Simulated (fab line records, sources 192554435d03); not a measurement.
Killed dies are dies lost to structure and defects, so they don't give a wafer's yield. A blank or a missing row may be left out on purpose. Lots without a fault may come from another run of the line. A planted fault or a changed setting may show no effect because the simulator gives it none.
A struck lot beside a sound one | flow n5_finfet | 15 steps out of a route of 1938
Sound: wafers L769.2, L769.4, L769.6. Struck: wafers L781.2, L781.3, L781.6. The cause comes at the end.
At each step with rows: each side's tool, then ch and its chambers, then its first start. Under that, the readings that differ: sound wafers | struck wafers | difference of the means | sigmas: that difference in standard deviations of wafers without a fault.
alike: readings whose means differ by less than 2 such deviations, and words and numbers that are the same on both sides. not compared: withheld readings, readings that some wafer has no value for, bounds like >300 that may hide the same value, and numbers for which the record gives no deviation and whose values overlap.
The two part at a step that has a row with sigmas, a row that says differs or no value, or rows on one side only. Numbers that don't overlap but have no deviation are shown without sigmas and don't part them. A reading that every wafer of one side lacks parts them only if that side has two wafers or more.

first, 1 step without rows for these wafers: N5_MOL_CONTACT_COAG_DESCUM_13 (chemistry O2, time 7 s).
N5_MOL_CONTACT_COAG_ETCH_59: etches underlayer in N2/H2, target depth 13 nm, time 10.4 s.
  sound on rie_diel-06 ch 0,2, day 5 22:08; struck on rie_diel-01 ch 2,3, day 9 00:04
  reading               | sound            | struck            | difference | sigmas
  etch_rf_on_time_s (s) | 10.00 10.14 9.98 | 10.27 10.61 10.76 | +0.51      | +2
  oes_product_au (a.u.) | 0.84 0.80 0.83   | 0.75 0.60 0.59    | -0.18      | -2
  alike: bias_w, drypump_motor_current_A, rf_vpp_V, showerhead_plenum_p_Torr, throttle_valve_pct
  not compared: rf_hours_counter_h
N5_MOL_CONTACT_COAG_ETCH_105: etches SiARC in CF4, target depth 15.6 nm, time 26 s.
  sound on rie_diel-06 ch 0,2, day 5 22:09; struck on rie_diel-01 ch 2,3, day 9 00:05
  reading               | sound          | struck         | difference | sigmas
  oes_product_au (a.u.) | 0.84 0.80 0.84 | 0.76 0.60 0.59 | -0.18      | -2
  alike: bias_w, drypump_motor_current_A, etch_rf_on_time_s, rf_vpp_V, showerhead_plenum_p_Torr, throttle_valve_pct
  not compared: rf_hours_counter_h
then, 3 steps without rows for these wafers: N5_MOL_CONTACT_COAG_ETCH_106 (etches SOC in N2/H2, target depth 80 nm, overetch 16 nm, time 120 s); N5_MOL_CONTACT_COAG_STRIP_107 (strips in N2/H2); N5_MOL_CONTACT_COAG_STRIP_108 (strips in N2/H2).
N5_MOL_CONTACT_COAG_CONTACT_ETCH_14: etches SiO2 in C4F6/O2, target depth 27.5 nm, overetch 8.5 nm, time 20 s.
  sound on rie_diel-06 ch 0,2, day 5 22:17; struck on rie_diel-01 ch 2,3, day 9 00:13
  reading               | sound          | struck         | difference | sigmas
  oes_product_au (a.u.) | 0.82 0.79 0.82 | 0.74 0.60 0.60 | -0.16      | -2
  alike: bias_w, drypump_motor_current_A, rf_vpp_V, showerhead_plenum_p_Torr, throttle_valve_pct
  not compared: rf_hours_counter_h
then, 1 step without rows for these wafers: N5_MOL_CONTACT_COAG_STRIP_109 (strips in C4F6/O2).
N5_MOL_CONTACT_COAG_ETCH_15: etches SiNx in CH3F/O2, stops on Si:P, target depth 7 nm.
  sound on rie_diel-06 ch 0,2, day 5 22:19; struck on rie_diel-01 ch 2,3, day 9 00:16
  alike: CH3F_flow_sccm, bias_w, drypump_motor_current_A, oes_product_au, rf_vpp_V, showerhead_plenum_p_Torr, throttle_valve_pct
  not compared: rf_hours_counter_h
N5_MOL_CONTACT_COAG_ETCH_110: etches Si in CF4/O2, target depth 2.5 nm, time 8 s.
  sound on rie_diel-06 ch 0,2, day 5 22:22; struck on rie_diel-01 ch 2,3, day 9 00:19
  reading               | sound          | struck         | difference | sigmas
  oes_product_au (a.u.) | 0.98 0.92 0.97 | 0.88 0.70 0.69 | -0.20      | -2
  alike: bias_w, drypump_motor_current_A, rf_vpp_V, showerhead_plenum_p_Torr, throttle_valve_pct
  not compared: rf_hours_counter_h
then, 1 step without rows for these wafers: N5_MOL_CONTACT_COAG_STRIP_98 (strips in N2/H2).
N5_MOL_CONTACT_COAG_CD_MEAS_99: target cd 17.2 nm.
  sound on cd_sem-01, day 5 22:30; struck on cd_sem-02, day 9 00:26
  alike: cd_nm
N5_MOL_CONTACT_COAG_IMPLANT_129:
  sound on implanter-01 ch 0, day 5 22:34; struck on implanter-01 ch 0, day 9 00:30
  reading                          | sound                      | struck                        | difference | sigmas
  beam_energy_keV                  | 3.0012 2.9984 3.0004       | 6.6530 6.6545 6.6535          | +3.6537    | +99 or more
  end_station_pressure_torr (Torr) | 6.02e-06 5.74e-06 6.18e-06 | 1.093e-05 1.102e-05 1.078e-05 | +4.930e-06 | +17
  model.implant.rp_nm (nm)         | 6.194 6.194 6.194          | 9.559 9.559 9.559             | +3.365     |
  model.implant.drp_nm (nm)        | 2.134 2.134 2.134          | 3.516 3.516 3.516             | +1.382     |
then, 1 step without rows for these wafers: N5_MOL_CONTACT_COAG_PRECLEAN_111 (cleans in NF3:NH3, afs cycles 1, time 20 s, sublimation time 60 s).
-- the record jumps here: 3 days lie between the struck wafers' starts before and after (it left off in module MOL_CONTACT_COAG and takes up again in module BEOL_M4, whose first step shown is number 1111 of the route) --
N5_BEOL_M4_RC_MEAS_101:
  sound on prober-01 ch 0, day 9 07:13; struck on prober-01 ch 0, day 12 10:02
  alike: DIBL_N, DIBL_P, IOFF_N, IOFF_P, ION_N, ION_P, SS_N, SS_P, VT_N, VT_P

WHERE THEY PART
First at N5_MOL_CONTACT_COAG_ETCH_59; last, within this record, at N5_MOL_CONTACT_COAG_IMPLANT_129. Later steps at which nothing parts them and some readings are alike: N5_BEOL_M4_RC_MEAS_101.

WHY: what the simulator had put in
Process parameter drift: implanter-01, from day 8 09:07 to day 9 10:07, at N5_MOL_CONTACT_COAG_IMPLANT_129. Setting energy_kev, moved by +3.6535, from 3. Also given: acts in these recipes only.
